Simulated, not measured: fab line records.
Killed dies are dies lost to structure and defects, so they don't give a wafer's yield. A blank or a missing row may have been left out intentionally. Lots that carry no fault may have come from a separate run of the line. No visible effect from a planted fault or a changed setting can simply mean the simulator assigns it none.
Which tool did it? / flow n5_finfet / 9 lots with 27 wafers sampled at 5 steps, on a route of 1938 steps

== WHAT THE GAUGES READ, wafer by wafer ==
N5_BEOL_M4_RC_MEAS_101.
lot=L739; measured=day 9 06:21; on=prober-01; DIBL_N (mV/V)=39.7 37.9 37.8
lot=L742; measured=day 9 10:55; on=prober-02; DIBL_N (mV/V)=37.2 37.2 39.4
lot=L743; measured=day 9 09:05; on=prober-02; DIBL_N (mV/V)=34.3 35.1 36.7
lot=L745; measured=day 10 17:10; on=prober-01; DIBL_N (mV/V)=36.8 36.2 35.3
lot=L749; measured=day 11 14:51; on=prober-01; DIBL_N (mV/V)=34.9 34.1 34.5
lot=L751; measured=day 13 17:03; on=prober-01; DIBL_N (mV/V)=35.5 36.0 36.7
lot=L753; measured=day 13 08:50; on=prober-02; DIBL_N (mV/V)=37.3 38.8 37.2
lot=L760; measured=day 15 22:28; on=prober-01; DIBL_N (mV/V)=38.3 37.2 37.2
lot=L761; measured=day 15 15:25; on=prober-02; DIBL_N (mV/V)=36.2 36.1 35.8

== WHICH TOOL RAN EACH LOT (tool, then ch and the chambers of the sampled wafers, then the start) ==
lot=L739; N5_MOL_CONTACT_COAG_ETCHBACK_134=rie_diel-01 ch 0,2, day 5 14:35; N5_MOL_CONTACT_COAG_ETCH_48=rie_diel-01 ch 0,2, day 5 14:49; N5_MOL_CONTACT_COAG_STRIP_72=rie_diel-01 ch 0,2, day 5 14:52; N5_MOL_CONTACT_COAG_CMP_52=cmp-02 ch 1,2, day 5 15:35
lot=L742; N5_MOL_CONTACT_COAG_ETCHBACK_134=rie_diel-05 ch 0,3, day 6 04:06; N5_MOL_CONTACT_COAG_ETCH_48=rie_diel-05 ch 0,3, day 6 04:19; N5_MOL_CONTACT_COAG_STRIP_72=rie_diel-05 ch 0,3, day 6 04:22; N5_MOL_CONTACT_COAG_CMP_52=cmp-01 ch 0,2, day 6 05:30
lot=L743; N5_MOL_CONTACT_COAG_ETCHBACK_134=rie_diel-01 ch 0,2,3, day 6 12:04; N5_MOL_CONTACT_COAG_ETCH_48=rie_diel-01 ch 0,2,3, day 6 12:18; N5_MOL_CONTACT_COAG_STRIP_72=rie_diel-01 ch 0,2,3, day 6 12:21; N5_MOL_CONTACT_COAG_CMP_52=cmp-02 ch 0,1, day 6 13:13
lot=L745; N5_MOL_CONTACT_COAG_ETCHBACK_134=rie_diel-01 ch 0,3, day 6 23:04; N5_MOL_CONTACT_COAG_ETCH_48=rie_diel-01 ch 0,3, day 6 23:17; N5_MOL_CONTACT_COAG_STRIP_72=rie_diel-01 ch 0,3, day 6 23:20; N5_MOL_CONTACT_COAG_CMP_52=cmp-02 ch 1,2, day 7 00:02
lot=L749; N5_MOL_CONTACT_COAG_ETCHBACK_134=rie_diel-04 ch 1,3, day 7 21:35; N5_MOL_CONTACT_COAG_ETCH_48=rie_diel-04 ch 1,3, day 7 21:49; N5_MOL_CONTACT_COAG_STRIP_72=rie_diel-04 ch 1,3, day 7 21:52; N5_MOL_CONTACT_COAG_CMP_52=cmp-02 ch 0,2,3, day 7 22:36
lot=L751; N5_MOL_CONTACT_COAG_ETCHBACK_134=rie_diel-04 ch 2,3, day 8 13:38; N5_MOL_CONTACT_COAG_ETCH_48=rie_diel-04 ch 2,3, day 8 13:58; N5_MOL_CONTACT_COAG_STRIP_72=rie_diel-04 ch 2,3, day 8 14:03; N5_MOL_CONTACT_COAG_CMP_52=cmp-02 ch 0,3, day 8 14:49
lot=L753; N5_MOL_CONTACT_COAG_ETCHBACK_134=rie_diel-04 ch 0,3, day 9 07:34; N5_MOL_CONTACT_COAG_ETCH_48=rie_diel-04 ch 0,3, day 9 07:48; N5_MOL_CONTACT_COAG_STRIP_72=rie_diel-04 ch 0,3, day 9 07:51; N5_MOL_CONTACT_COAG_CMP_52=cmp-02 ch 0,1, day 9 09:07
lot=L760; N5_MOL_CONTACT_COAG_ETCHBACK_134=rie_diel-05 ch 1,2,3, day 11 02:22; N5_MOL_CONTACT_COAG_ETCH_48=rie_diel-05 ch 1,2,3, day 11 02:36; N5_MOL_CONTACT_COAG_STRIP_72=rie_diel-05 ch 1,2,3, day 11 02:39; N5_MOL_CONTACT_COAG_CMP_52=cmp-04 ch 2,3, day 11 03:25
lot=L761; N5_MOL_CONTACT_COAG_ETCHBACK_134=rie_diel-04 ch 1,2,3, day 11 03:35; N5_MOL_CONTACT_COAG_ETCH_48=rie_diel-04 ch 1,2,3, day 11 03:48; N5_MOL_CONTACT_COAG_STRIP_72=rie_diel-04 ch 1,2,3, day 11 03:52; N5_MOL_CONTACT_COAG_CMP_52=cmp-04 ch 0,2, day 11 04:35
- N5_MOL_CONTACT_COAG_ETCHBACK_134: etches SiO2 in CHF3, target depth 10 nm, time 6.7 s.
- N5_MOL_CONTACT_COAG_ETCH_48: etches SiOC in C4F6/O2, target depth 15 nm, overetch 4.5 nm, time 17 s.
- N5_MOL_CONTACT_COAG_STRIP_72: strips in N2/H2.
- N5_MOL_CONTACT_COAG_CMP_52: polishes, stops on SiO2, t overpolish 1.5 s, target thk 66.5 nm.

== THE ANSWER, worked out from the rows above alone ==
Rule: the usual values come from the lots themselves. Put in order of their means at a reading, lots are off if they are a third of the lots or fewer, leave a main group of 4 or more, and stand apart from it by a gap of 3 or more times the standard deviation of the main group's means; of several such gaps the widest counts. The tables above print the reading to a certain number of digits; a main group whose means all agree to those digits is not used. A lot without any number at a reading at which 4 lots or more have one is off too. Any other lot the step has rows for is counted as sound.
Across all readings shown, no lot is off: no conclusion can be drawn from this.

== WHAT THE SIMULATOR HAD PUT IN ==
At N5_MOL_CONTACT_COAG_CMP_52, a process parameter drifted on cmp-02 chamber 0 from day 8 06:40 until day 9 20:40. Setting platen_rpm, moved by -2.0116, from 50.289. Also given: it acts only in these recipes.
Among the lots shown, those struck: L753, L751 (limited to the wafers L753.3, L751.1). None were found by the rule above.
